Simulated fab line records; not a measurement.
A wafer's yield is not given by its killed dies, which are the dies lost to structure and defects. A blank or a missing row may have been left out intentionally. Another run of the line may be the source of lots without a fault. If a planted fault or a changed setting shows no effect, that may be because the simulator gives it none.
fab line records	flow n5_finfet
record: lots: 5	wafers: 15	last_day: 18
route steps=1938 shown BEOL_M4@1099 BEOL_M5@1112 BEOL_M12@1639 PASSIVATION@1936
lots that met no fault: taken from a fault-free run of the same line
start_h: start of the lot's first displayed wafer, in hours after the record's first day	wait_h: hours from the lot's prior step to this one	" identical to the entry in the row above	L1.1+2: a single row standing in for several wafers	- value missing, or start not given	* or withheld: withheld	< > ~ a bound
route shown NAME@n: NAME is a module with steps in the file, n the number in the route of the first one	usual: mean and standard deviation over wafers with no fault	same: alike in all rows	chamber/n: place in a boat	sites: readings site by site	_std_site: standard deviation across them	_edge_site: the outer-site mean with the inner-site mean subtracted	radius_mm: for every site, how far away it sits from the centre of the wafer	mask NAME#n: copy n	behind: the tool/chamber that last shaped the wafer	hold: cause of the lot's hold/its duration in hours/its outcome	device: which transistor (n, p or np) failed to switch	end of line: at the end of the route, the tests of the same wafers	a step given without rows: its recipe and nothing more	killed: not the wafer's yield, but the dies lost to structure and defects at the first sort	map: per-die view of a wafer (x killed, . not killed, _ where there is no die)
set.NAME: the setting that was run; set.NAME@STEP: the one run at that earlier step	model.NAME: the simulator's own value behind a step, which no gauge read
a table for each step, a row for each wafer; lots at some steps of the route
services: from which hour (start_h, from the record's first day; less than 0 if before it) a tool's chamber was out of use, for how many hours, and why
== steps ==
step: N5_BEOL_M4_ANNEAL_95
recipe: temp_c: 400	time_s: 240	ambient: vacuum
step: N5_BEOL_M4_SPUTTER_96
recipe: material: Cu	target_thk_a: 45	temp_c: -20	chamber_pressure_pa: 0.07	power_w: withheld	time_s: 8.29
step: N5_BEOL_M4_ECD_50
recipe: material: Cu	target_thk_a: 3000
step: N5_BEOL_M4_ANNEAL_51
recipe: temp_c: 225	time_s: 90	ambient: N2
step: N5_BEOL_M4_CMP_52
recipe: stop_on: SiOC	t_overpolish_s: 6.8	down_force_psi: 1	platen_rpm: 50	clearing_platen_down_force_psi: 1.5	clearing_platen_rpm: 50	post_cmp_clean: cu_alkaline	target_thk_nm: 40	clearing_platen_pad_velocity_m_s: 0.99484	pad_velocity_m_s: 0.99484
step: N5_BEOL_M4_PRE_CLEAN_60
recipe: gas: NH3/H2	time_s: 15	temp_c: *	rf_power_w: 300
step: N5_BEOL_M4_CO_CAP_55
recipe: material: Co	target_thk_a: 20	temp_c: 200	precursor: CCTBA/H2	pressure_torr: 30	time_s: 102.1
step: N5_BEOL_M4_PRE_CLEAN_56
recipe: gas: NH3	time_s: 15	temp_c: withheld	rf_power_w: 300
step: N5_BEOL_M4_DEP_57
recipe: material: SiCN	target_thk_a: 80	temp_c: withheld	precursor: 3MS/NH3	pressure_torr: 3	rf_w: 202	time_s: 14
step: N5_BEOL_M4_RC_MEAS_101
usual: DIBL_N: 36.3/1.6	DIBL_P: 36.5/1.6	IOFF_N: 0.163/0.026	IOFF_P: 0.22/0.033	ION_N: 676/9.9	ION_P: 464/6.5	SS_N: 71.5/0.5	SS_P: 73.3/0.64	VT_N: 249.3/2.9	VT_P: -250/3.2
lot.wafer	tool	chamber	start_h	wait_h	DIBL_N[mV/V]	DIBL_P[mV/V]	IOFF_N[nA/um]	IOFF_P[nA/um]	ION_N[uA/um]	ION_P[uA/um]	SS_N[mV/dec]	SS_P[mV/dec]	VT_N[mV]	VT_P[mV]
L615.2	prober-01	0	193.28	0.2	38.5	38.5	0.186	0.26	686	468	72.3	74.4	247.9	-246
L615.3	"	0	"	"	37.2	37.0	0.166	0.25	676	468	71.8	73.9	248.7	-248
L615.4	"	0	"	"	39.7	39.5	0.219	0.29	699	482	73.0	74.6	245.2	-244
L627.1	prober-02	0	262.35	0.0	37.4	38.8	0.184	0.24	687	470	71.9	74.3	248.4	-249
L627.2	"	0	"	"	35.2	36.6	0.145	0.20	675	464	71.0	72.1	250.5	-250
L627.5	"	0	"	"	35.9	37.2	0.159	0.21	676	470	71.6	72.9	248.0	-251
L628.3	prober-02	0	271.06	0.3	38.8	38.6	0.221	0.25	688	465	72.2	73.3	246.4	-249
L628.4	"	0	"	"	36.6	36.2	0.177	0.21	673	457	72.2	73.1	248.0	-252
L628.5	"	0	"	"	37.1	36.6	0.181	0.21	685	461	71.1	73.8	247.4	-251
L630.4	prober-01	0	278.34	0.5	34.5	34.6	0.126	0.15	669	450	71.8	72.4	254.9	-256
L630.5	"	0	"	"	34.4	35.4	0.129	0.17	671	460	72.1	73.2	253.3	-259
L630.6	"	0	"	"	35.0	34.7	0.134	0.15	666	445	71.4	72.9	252.5	-257
L636.3	prober-01	0	316.60	0.3	34.6	35.1	0.143	0.20	673	466	71.2	73.8	250.6	-251
L636.4	"	0	"	"	35.5	36.2	0.160	0.22	671	470	71.4	73.5	250.8	-247
L636.6	"	0	"	"	35.7	36.6	0.165	0.22	684	473	71.3	73.8	248.6	-250
step: N5_BEOL_M5_ILD_DEP_00
recipe: material: SiCOH_lowk	target_thk_a: 1406.4	temp_c: 300	precursor: DEMS/porogen	pressure_torr: 5	rf_w: 500	time_s: 25.9
step: N5_BEOL_M5_CURE_79
recipe: temp_c: 385	time_s: 240	ambient: He/Ar	material: SiCOH_lowk
step: N5_BEOL_M5_PECVD_70
recipe: material: SiO2	target_thk_a: 160	temp_c: 400	precursor: TEOS/O2	pressure_torr: 5.5	rf_w: 450	teos_flow_sccm: 53.8	gas: O2	flow_sccm: 3000	time_s: 18
step: N5_BEOL_M5_HM_DEP_02
recipe: material: TiN	target_thk_a: 200	temp_c: 25	chamber_pressure_pa: 0.49996
step: N5_BEOL_M5_COAT_59
recipe: resist: SOC	temp_c: 250	time_s: 60	spin_rpm: 1500	resist_thk_nm: 60
step: N5_BEOL_M5_COAT_60
recipe: resist: SiARC	temp_c: 220	time_s: 60	spin_rpm: 1500	resist_thk_nm: 12
step: N5_BEOL_M5_COAT_71
recipe: resist: underlayer	temp_c: 205	time_s: 60	spin_rpm: 1500	resist_thk_nm: 5
step: N5_BEOL_M5_COAT_05
recipe: resist: CAR-EUV	spin_rpm: 1500	resist_thk_nm: 30
step: N5_BEOL_M5_EBR_07
recipe: solvent: PGMEA	ebr_width_mm: 1.5
step: N5_BEOL_M5_SOFTBAKE_06
recipe: temp_c: 110	time_s: 60	resist: CAR-EUV
step: N5_BEOL_M5_EXPOSE_08
recipe: mask_id: M5	na: 0.33	source_shape: annular	sigma_inner: 0.4	sigma_outer: 0.8	polarization: unpolarized	target_cd_nm: 28	dose_mj: 35.75
step: N5_BEOL_M5_PEB_09
recipe: peb_temp_c: 100	peb_time_s: 60	resist: CAR-EUV
step: N5_BEOL_M5_DEVELOP_10
recipe: develop_time_s: 30	developer: TMAH	resist: CAR-EUV	rinse_liquid: surfactant_rinse	dry: air_spin	dev_temp_c: 23
step: N5_BEOL_M5_DESCUM_16
recipe: chemistry: O2	time_s: 7	source_power_w: 50	bias_power_w: 20	pressure_mtorr: 20	rf_frequency_hz: 2.712e+07	temp_c: 40	resist: CAR-EUV	o2_flow_sccm: 225
step: N5_BEOL_M5_ETCH_72
recipe: chemistry: N2/H2	target: underlayer	target_depth_a: 65	mask_material: CAR-EUV	time_s: 5.2	ion_energy_ev: 200	pressure_mtorr: 30	source_w: 840	bias_w: 150	n2_flow_sccm: 200	h2_flow_sccm: 200	ends: cleared
step: N5_BEOL_M5_ETCH_61
recipe: chemistry: CF4	target: SiARC	target_depth_a: 156	mask_material: CAR-EUV	time_s: 26	ion_energy_ev: 80	pressure_mtorr: 40	source_w: 545	bias_w: 36	Ar_flow_sccm: 100	cf4_flow_sccm: 100	ends: cleared
step: N5_BEOL_M5_ETCH_62
recipe: chemistry: N2/H2	target: SOC	target_depth_a: 750	overetch_a: 150	mask_material: SiARC	temp_c: 40	time_s: 112.5	ion_energy_ev: 200	pressure_mtorr: 30	source_w: 840	bias_w: 150	n2_flow_sccm: 200	h2_flow_sccm: 200
step: N5_BEOL_M5_STRIP_63
recipe: chemistry: N2/H2	temp_c: 40	n2_flow_sccm: 200	h2_flow_sccm: 200	rf_frequency_hz: 6e+07
step: N5_BEOL_M5_STRIP_73
recipe: chemistry: N2/H2	temp_c: 40	n2_flow_sccm: 200	h2_flow_sccm: 200	rf_frequency_hz: 6e+07
step: N5_BEOL_M5_STRIP_64
recipe: chemistry: CF4	resist: SiARC	power_w: 300	bias_power_w: 75	pressure_mtorr: 50	cf4_flow_sccm: 150	rf_frequency_hz: 6e+07
step: N5_BEOL_M5_HM_OPEN_17
recipe: chemistry: Cl2/BCl3	target_depth_a: 200	overetch_a: 60	target: TiN	mask_material: SOC	ion_energy_ev: 150	pressure_mtorr: 10	icp_w: 1000	bias_w: 126	Cl2_flow_sccm: 53.25	bcl3_flow_sccm: 21.75	Ar_flow_sccm: 25
step: N5_BEOL_M5_STRIP_19
recipe: chemistry: O2	power_w: 400	temp_c: 40	pressure_mtorr: 30	rf_frequency_hz: 6e+07	bias_power_w: 0	overash_fraction: 0.2	o2_flow_sccm: 225
step: N5_BEOL_M5_COAT_65
recipe: resist: SOC	temp_c: 250	time_s: 60	spin_rpm: 1500	resist_thk_nm: 60
step: N5_BEOL_M5_COAT_66
recipe: resist: SiARC	temp_c: 220	time_s: 60	spin_rpm: 1500	resist_thk_nm: 12
step: N5_BEOL_M12_TRENCH_ETCH_34
recipe: chemistry: C4F8/O2/Ar	target: SiOC	target_depth_a: 3189.5	mask_material: SOC	pressure_mtorr: 30	source_w: 3000	bias_w: 700	Ar_flow_sccm: 400	C4F8_flow_sccm: 15	O2_flow_sccm: 8	he_inner_torr: 15	he_outer_torr: 30	time_s: 125.5	ion_energy_ev: 250
usual: C4F8_flow_sccm: 15.00/0.05	O2_flow_sccm: 7.998/0.025	drypump_motor_current_A: 5.8/0.32	oes_product_au: 0.79/0.064	rf_vpp_V: 665/3.8	showerhead_plenum_p_Torr: 3.42/0.14	throttle_valve_pct: 24.2/0.31
lot.wafer	tool	chamber	start_h	wait_h	C4F8_flow_sccm	O2_flow_sccm	drypump_motor_current_A	oes_product_au	rf_hours_counter_h	rf_vpp_V	showerhead_plenum_p_Torr	throttle_valve_pct	model.SiARC_of_BEOL_M12_COAT_66.thk_nm
L615.2	rie_diel-04	1	260.88	0.0	15.02	7.984	6.2	0.83	60	673	3.62	24.3	0
L615.3	"	2	"	"	14.98	8.007	5.6	0.74	205	666	3.52	24.6	0
L615.4	"	0	"	"	15.10	7.986	5.5	0.83	98	663	3.32	23.9	0
L627.1	rie_diel-04	2	334.57	0.0	-	-	-	-	-	-	-	-	86
L627.2	"	3	"	"	-	-	-	-	-	-	-	-	85.8
L627.5	"	3	"	"	-	-	-	-	-	-	-	-	86
L628.3	rie_diel-04	1	340.50	0.0	-	-	-	-	-	-	-	-	85.6
L628.4	"	2	"	"	-	-	-	-	-	-	-	-	86.4
L628.5	"	1	"	"	-	-	-	-	-	-	-	-	85.6
L630.4	rie_diel-01	1	353.45	0.0	-	-	-	-	-	-	-	-	85.4
L630.5	"	3	"	"	-	-	-	-	-	-	-	-	85.6
L630.6	"	2	"	"	-	-	-	-	-	-	-	-	86
L636.3	rie_diel-04	1	382.02	0.0	15.02	8.006	6.2	0.79	92	669	3.60	24.3	0
L636.4	"	3	"	"	14.99	8.001	5.7	0.76	-	670	3.59	24.5	0
L636.6	"	1	"	"	14.96	8.015	6.2	0.78	-	671	3.60	24.3	0
step: N5_BEOL_M12_OCD_MEAS_35
usual: trench_depth_nm: 318/4.1
lot.wafer	tool	chamber	start_h	wait_h	trench_depth_nm
L615.2	ocd-02	-	261.04	0.0	323
L615.3	"	-	"	"	321
L615.4	"	-	"	"	328
L627.1	ocd-01	-	334.73	0.0	0
L627.2	"	-	"	"	0
L627.5	"	-	"	"	0
L628.3	ocd-01	-	340.66	0.0	0
L628.4	"	-	"	"	0
L628.5	"	-	"	"	0
L630.4	ocd-01	-	353.61	0.0	0
L630.5	"	-	"	"	0
L630.6	"	-	"	"	1
L636.3	ocd-02	-	382.17	0.0	319
L636.4	"	-	"	"	315
L636.6	"	-	"	"	318
step: N5_BEOL_M12_CMP_49
recipe: stop_on: SiOC	t_overpolish_s: 20.6	down_force_psi: 1	platen_rpm: 50	clearing_platen_down_force_psi: 1.5	clearing_platen_rpm: 50	post_cmp_clean: cu_alkaline	target_thk_nm: 320	clearing_platen_pad_velocity_m_s: 0.99484	pad_velocity_m_s: 0.99484
usual: barrier_field_endpoint_s: 30.4/0.77	motor_current_A: 6.1/0.76	overpolish_run_s: 20.599/0.0094	retaining_ring_pressure_frac: 1.000/0.0051
lot.wafer	tool	chamber	start_h	wait_h	barrier_field_endpoint_s	motor_current_A	overpolish_run_s	retaining_ring_pressure_frac	model.Cu_of_BEOL_M12_ECD_47.thk_nm
L615.3	cmp-03	0	262.98	0.2	30.7	5.4	20.593	0.999	323
L615.4	"	1	"	"	31.3	5.9	20.609	1.009	329
L615.2	"	3	"	"	31.4	8.1	20.583	1.003	324.2
L627.1	cmp-04	1	337.65	0.3	30.3	6.4	20.605	1.000	0
L627.2	"	0	"	"	30.2	5.4	20.603	0.986	0
L627.5	"	2	"	"	31.5	7.1	20.592	0.997	0
L628.4	cmp-03	3	342.11	0.2	31.3	8.0	20.596	1.002	0
L628.3	"	0	"	"	31.8	5.7	20.599	1.002	0
L628.5	"	2	"	"	31.9	6.7	20.599	0.996	1.6
L630.4	cmp-02	3	355.88	0.1	30.0	5.8	20.592	0.996	0.2
L630.6	"	3	"	"	30.2	5.6	20.596	1.000	0.4
L630.5	"	0	"	"	29.5	5.2	20.598	0.999	0
L636.4	cmp-04	1	396.72	0.1	30.4	6.6	20.615	0.999	317.2
L636.3	"	3	"	"	30.2	5.7	20.597	0.997	320.2
L636.6	"	1	"	"	30.4	6.0	20.601	0.998	320.6
step: N5_PASSIVATION_PROBE_49
usual: defect_limited_yield: 91.2/1.5	killed_at_M0_to_M3: 32/9.6	killed_at_M4_up: 13/5.3	killed_at_contacts: 13/6.7	killed_at_front_end: 42/11	killed_at_other: 3.8/2.9	killed_dies: 103/17	killed_on_rim: 14/4.4	killed_open: 67/13	killed_short: 35/7.9	sort_bin_5_function: 5.2/0.94	sort_bin_6_memory: 3.3/0.64	sort_n_pass: 1077/17	sort_yield_pct: 91.2/1.5
same: gross_dies: 1180	killed_at_back_side: 0	sort_bin_4_leakage[%]: 0	sort_bin_8_speed[%]: 0
lot.wafer	tool	chamber	start_h	wait_h	defect_limited_yield[%]	killed_at_M0_to_M3	killed_at_M4_up	killed_at_contacts	killed_at_front_end	killed_at_other	killed_dies	killed_on_rim	killed_open	killed_short	sort_bin_5_function[%]	sort_bin_6_memory[%]	sort_n_pass	sort_yield_pct[%]
L615.2	prober-01	-	293.85	0.1	91.5	29	16	5	48	2	100	15	63	36	5.2	2.9	1080	91.5
L615.3	prober-01	-	293.90	0.1	91.5	16	24	4	54	2	100	10	65	34	5.2	2.8	1080	91.5
L615.4	prober-01	-	293.95	0.2	91.2	24	30	5	43	2	104	11	66	37	4.4	4.3	1076	91.2
L627.1	prober-01	-	376.38	0.0	0	27	1083	9	58	3	1180	152	55	47	96.9	2.9	0	0
L627.2	prober-01	-	376.43	0.1	0	29	1086	16	48	1	1180	152	63	42	96.7	3.1	0	0
L627.5	prober-01	-	376.58	0.2	0	33	1082	10	54	1	1180	152	60	45	96.5	3.0	0	0
L628.3	prober-01	-	378.47	0.1	0	22	1087	4	58	9	1180	152	63	38	96.9	2.5	0	0
L628.4	prober-01	-	378.52	0.2	0	30	1089	5	51	5	1180	152	77	26	97.0	2.8	0	0
L628.5	prober-01	-	378.57	0.2	0	40	1078	9	42	11	1180	152	83	35	95.7	3.9	0	0
L630.4	prober-01	-	402.36	0.2	0	29	1111	11	26	3	1180	152	65	17	97.4	2.5	0	0
L630.5	prober-01	-	402.41	0.2	0	29	1101	17	29	4	1180	152	59	28	96.4	3.2	0	0
L630.6	prober-01	-	402.46	0.3	0	24	1093	20	38	5	1180	152	55	39	96.8	3.0	0	0
killed by level:class
L615.2 FIN_SAQP:geometric_particle:open=10 FIN_SAQP:geometric_particle:short=9 STI_FIN_REVEAL:geometric_particle:open=8 BEOL_M2:geometric_particle:open=7 BEOL_M3:geometric_particle:open=6 BEOL_M0_SAQP:geometric_particle:open=5 STI_FIN_REVEAL:geometric_particle:short=4 MOL_CONTACT_COAG:geometric_particle:open=4
L615.3 FIN_SAQP:geometric_particle:open=14 STI_FIN_REVEAL:geometric_particle:open=11 BEOL_M4:geometric_particle:open=10 BEOL_M5:geometric_particle:open=7 FIN_SAQP:geometric_particle:short=6 GATE_CUT:geometric_particle:short=5 DUMMY_GATE:geometric_particle:open=5 BEOL_M4:geometric_particle:short=5
L615.4 STI_FIN_REVEAL:geometric_particle:open=14 BEOL_M4:geometric_particle:open=14 BEOL_M4:geometric_particle:short=8 FIN_SAQP:geometric_particle:short=7 BEOL_M2:geometric_particle:open=7 BEOL_M0_SAQP:geometric_particle:short=5 BEOL_M3:geometric_particle:open=5 MOL_CONTACT_COAG:geometric_particle:open=4
L627.1 BEOL_M12:area_etch=1075 FIN_SAQP:geometric_particle:short=16 FIN_SAQP:geometric_particle:open=12 GATE_CUT:geometric_particle:short=8 DUMMY_GATE:geometric_particle:open=7 BEOL_M2:geometric_particle:open=7 BEOL_M0_SAQP:geometric_particle:short=6 BEOL_M0_SAQP:geometric_particle:open=6
L627.2 BEOL_M12:area_etch=1074 FIN_SAQP:geometric_particle:open=14 MOL_CONTACT_COAG:geometric_particle:open=12 GATE_CUT:geometric_particle:short=10 BEOL_M0_SAQP:geometric_particle:short=10 FIN_SAQP:geometric_particle:short=6 BEOL_M4:geometric_particle:open=6 BEOL_M0_SAQP:geometric_particle:open=5
L627.5 BEOL_M12:area_etch=1073 FIN_SAQP:geometric_particle:short=15 BEOL_M0_SAQP:geometric_particle:open=14 FIN_SAQP:geometric_particle:open=10 MOL_CONTACT_COAG:geometric_particle:short=6 BEOL_M0_SAQP:geometric_particle:short=6 DUMMY_GATE:geometric_particle:open=5 GATE_CUT:geometric_particle:short=5
L628.3 BEOL_M12:area_etch=1079 FIN_SAQP:geometric_particle:open=13 STI_FIN_REVEAL:geometric_particle:open=13 GATE_CUT:geometric_particle:open=10 FIN_SAQP:geometric_particle:short=9 BEOL_M1:geometric_particle:open=7 GATE_CUT:geometric_particle:short=4 MOL_CONTACT_COAG:geometric_particle:open=4
L628.4 BEOL_M12:area_etch=1077 FIN_SAQP:geometric_particle:open=27 BEOL_M1:geometric_particle:open=14 STI_FIN_REVEAL:geometric_particle:open=7 FIN_SAQP:geometric_particle:short=4 STARTING-WAFER:geometric_particle:short=4 BEOL_M0_SAQP:geometric_particle:open=4 MOL_CONTACT_COAG:geometric_particle:short=3
L628.5 BEOL_M12:area_etch=1061 STI_FIN_REVEAL:geometric_particle:open=12 FIN_SAQP:geometric_particle:open=10 BEOL_M2:geometric_particle:open=10 BEOL_M1:geometric_particle:open=9 MOL_CONTACT_COAG:geometric_particle:open=6 BEOL_M3:geometric_particle:open=6 PAD_METAL:geometric_particle:open=5
L630.4 BEOL_M12:area_etch=1096 MOL_CONTACT_COAG:geometric_particle:open=9 BEOL_M1:geometric_particle:open=9 STI_FIN_REVEAL:geometric_particle:open=8 BEOL_M0_SAQP:geometric_particle:open=6 FIN_SAQP:geometric_particle:open=5 BEOL_M0_SAQP:geometric_particle:short=5 BEOL_M6:geometric_particle:open=5
L630.5 BEOL_M12:area_etch=1093 MOL_CONTACT_COAG:geometric_particle:open=12 STI_FIN_REVEAL:geometric_particle:open=8 BEOL_M0_SAQP:geometric_particle:open=7 STI_FIN_REVEAL:geometric_particle:short=6 BEOL_M0_SAQP:geometric_particle:short=6 BEOL_M3:geometric_particle:open=6 MOL_CONTACT_COAG:geometric_particle:short=5
L630.6 BEOL_M12:area_etch=1085 MOL_CONTACT_COAG:geometric_particle:open=16 STI_FIN_REVEAL:geometric_particle:open=11 BEOL_M2:geometric_particle:short=7 FIN_SAQP:geometric_particle:short=5 GATE_CUT:geometric_particle:short=5 STI_FIN_REVEAL:geometric_particle:short=4 MOL_CONTACT_COAG:geometric_particle:short=4
map L627.1 (x killed, . not)
_________________xxxxxxxxxxxx________________
______________xxxxxxxxxxxxxxxxxx_____________
___________xxxxxxxxxxxxxxxxxxxxxxxx__________
__________xxxxxxxxxxxxxxxxxxxxxxxxxx_________
________xxxxxxxxxxxxxxxxxxxxxxxxxxxxxx_______
_______xxxxxxxxxxxxxxxxxxxxxxxxxxxxxxxx______
______xxxxxxxxxxxxxxxxxxxxxxxxxxxxxxxxxx_____
_____xxxxxxxxxxxxxxxxxxxxxxxxxxxxxxxxxxxx____
____xxxxxxxxxxxxxxxxxxxxxxxxxxxxxxxxxxxxxx___
___xxxxxxxxxxxxxxxxxxxxxxxxxxxxxxxxxxxxxxxx__
___xxxxxxxxxxxxxxxxxxxxxxxxxxxxxxxxxxxxxxxx__
__xxxxxxxxxxxxxxxxxxxxxxxxxxxxxxxxxxxxxxxxxx_
__xxxxxxxxxxxxxxxxxxxxxxxxxxxxxxxxxxxxxxxxxx_
_xxxxxxxxxxxxxxxxxxxxxxxxxxxxxxxxxxxxxxxxxxxx
_xxxxxxxxxxxxxxxxxxxxxxxxxxxxxxxxxxxxxxxxxxxx
_xxxxxxxxxxxxxxxxxxxxxxxxxxxxxxxxxxxxxxxxxxxx
_xxxxxxxxxxxxxxxxxxxxxxxxxxxxxxxxxxxxxxxxxxxx
_xxxxxxxxxxxxxxxxxxxxxxxxxxxxxxxxxxxxxxxxxxxx
_xxxxxxxxxxxxxxxxxxxxxxxxxxxxxxxxxxxxxxxxxxxx
_xxxxxxxxxxxxxxxxxxxxxxxxxxxxxxxxxxxxxxxxxxxx
_xxxxxxxxxxxxxxxxxxxxxxxxxxxxxxxxxxxxxxxxxxxx
__xxxxxxxxxxxxxxxxxxxxxxxxxxxxxxxxxxxxxxxxxx_
__xxxxxxxxxxxxxxxxxxxxxxxxxxxxxxxxxxxxxxxxxx_
___xxxxxxxxxxxxxxxxxxxxxxxxxxxxxxxxxxxxxxxx__
___xxxxxxxxxxxxxxxxxxxxxxxxxxxxxxxxxxxxxxxx__
____xxxxxxxxxxxxxxxxxxxxxxxxxxxxxxxxxxxxxx___
_____xxxxxxxxxxxxxxxxxxxxxxxxxxxxxxxxxxxx____
______xxxxxxxxxxxxxxxxxxxxxxxxxxxxxxxxxx_____
_______xxxxxxxxxxxxxxxxxxxxxxxxxxxxxxxx______
________xxxxxxxxxxxxxxxxxxxxxxxxxxxxxx_______
__________xxxxxxxxxxxxxxxxxxxxxxxxxx_________
___________xxxxxxxxxxxxxxxxxxxxxxxx__________
______________xxxxxxxxxxxxxxxxxx_____________
_________________xxxxxxxxxxxx________________
map L628.3 (x killed, . not)
_________________xxxxxxxxxxxx________________
______________xxxxxxxxxxxxxxxxxx_____________
___________xxxxxxxxxxxxxxxxxxxxxxxx__________
__________xxxxxxxxxxxxxxxxxxxxxxxxxx_________
________xxxxxxxxxxxxxxxxxxxxxxxxxxxxxx_______
_______xxxxxxxxxxxxxxxxxxxxxxxxxxxxxxxx______
______xxxxxxxxxxxxxxxxxxxxxxxxxxxxxxxxxx_____
_____xxxxxxxxxxxxxxxxxxxxxxxxxxxxxxxxxxxx____
____xxxxxxxxxxxxxxxxxxxxxxxxxxxxxxxxxxxxxx___
___xxxxxxxxxxxxxxxxxxxxxxxxxxxxxxxxxxxxxxxx__
___xxxxxxxxxxxxxxxxxxxxxxxxxxxxxxxxxxxxxxxx__
__xxxxxxxxxxxxxxxxxxxxxxxxxxxxxxxxxxxxxxxxxx_
__xxxxxxxxxxxxxxxxxxxxxxxxxxxxxxxxxxxxxxxxxx_
_xxxxxxxxxxxxxxxxxxxxxxxxxxxxxxxxxxxxxxxxxxxx
_xxxxxxxxxxxxxxxxxxxxxxxxxxxxxxxxxxxxxxxxxxxx
_xxxxxxxxxxxxxxxxxxxxxxxxxxxxxxxxxxxxxxxxxxxx
_xxxxxxxxxxxxxxxxxxxxxxxxxxxxxxxxxxxxxxxxxxxx
_xxxxxxxxxxxxxxxxxxxxxxxxxxxxxxxxxxxxxxxxxxxx
_xxxxxxxxxxxxxxxxxxxxxxxxxxxxxxxxxxxxxxxxxxxx
_xxxxxxxxxxxxxxxxxxxxxxxxxxxxxxxxxxxxxxxxxxxx
_xxxxxxxxxxxxxxxxxxxxxxxxxxxxxxxxxxxxxxxxxxxx
__xxxxxxxxxxxxxxxxxxxxxxxxxxxxxxxxxxxxxxxxxx_
__xxxxxxxxxxxxxxxxxxxxxxxxxxxxxxxxxxxxxxxxxx_
___xxxxxxxxxxxxxxxxxxxxxxxxxxxxxxxxxxxxxxxx__
___xxxxxxxxxxxxxxxxxxxxxxxxxxxxxxxxxxxxxxxx__
____xxxxxxxxxxxxxxxxxxxxxxxxxxxxxxxxxxxxxx___
_____xxxxxxxxxxxxxxxxxxxxxxxxxxxxxxxxxxxx____
______xxxxxxxxxxxxxxxxxxxxxxxxxxxxxxxxxx_____
_______xxxxxxxxxxxxxxxxxxxxxxxxxxxxxxxx______
________xxxxxxxxxxxxxxxxxxxxxxxxxxxxxx_______
__________xxxxxxxxxxxxxxxxxxxxxxxxxx_________
___________xxxxxxxxxxxxxxxxxxxxxxxx__________
______________xxxxxxxxxxxxxxxxxx_____________
_________________xxxxxxxxxxxx________________
== services ==
tool	chamber	start_h	hours	kind
rie_diel-04	-	240.08	14.6	pm
cmp-03	-	243.11	0.5	repair
rie_diel-01	1	244.09	-	clean
rie_diel-01	1	244.09	-	consumable_replace:focus_ring
rie_diel-01	1	244.09	13.9	scheduled_down
rie_diel-01	1	244.09	13.9	vent_cycle
cmp-02	-	247.15	4.0	pm
cmp-04	-	252.97	1.8	repair
cmp-02	-	256.86	1.4	repair
cmp-04	-	301.93	4.0	pm
cmp-04	-	305.93	-	consumable_replace:conditioner
cmp-04	-	305.93	-	consumable_replace:pad
cmp-04	-	323.99	2.3	repair
cmp-02	-	326.83	0.7	repair
rie_diel-04	1	344.77	30.9	repair
cmp-02	-	348.91	3.7	pm
cmp-03	-	350.81	3.5	repair
cmp-02	-	352.96	1.1	repair
rie_diel-04	2	376.09	-	clean
rie_diel-04	2	376.09	-	consumable_replace:focus_ring
rie_diel-04	2	376.09	16.8	scheduled_down
rie_diel-04	2	376.09	16.8	vent_cycle
rie_diel-04	1	384.65	6.6	repair
rie_diel-01	2	393.40	8.3	repair
== key ==
first_sign: step: N5_BEOL_M12_TRENCH_ETCH_34	reading: tool_record	direction: missing
effect: step: N5_BEOL_M12_OCD_MEAS_35	reading: trench_depth_nm	direction: down	sigmas: 78	usual: 318	struck: 0
effect: step: N5_PASSIVATION_PROBE_49	reading: killed_at_M4_up	direction: up	sigmas: 99+	usual: 13	struck: 1090
model_effect: step: N5_BEOL_M12_TRENCH_ETCH_34	value: SiARC_of_BEOL_M12_COAT_66.thk_nm	without: 0	struck: 85.82
model_effect: step: N5_BEOL_M12_CMP_49	value: Cu_of_BEOL_M12_ECD_47.thk_nm	without: 319.2	struck: 0.2444
more_kills_born_at: N5_BEOL_M12_TRENCH_ETCH_34@rie_diel-04: 6439	N5_BEOL_M12_TRENCH_ETCH_34@rie_diel-01: 3274
met_at N5_BEOL_M12_TRENCH_ETCH_34
struck_wafers L627.1,L627.2,L627.5,L628.3,L628.4,L628.5,L630.4,L630.5,L630.6
later_rows_left_out L627.1,L627.2,L627.5,L628.3,L628.4,L628.5,L630.4,L630.5,L630.6
onset_between 260.88 334.57
fault: kind: skipped_step_whole	tool: rie_diel-01,rie_diel-04	chamber: -	onset_h: 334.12	steps: N5_BEOL_M12_TRENCH_ETCH_34	scope: struck_lots_only
later_rows_left_out: the simulator's readings of these wafers behind a module that went badly wrong aren't trusted and aren't shown, but for the sort
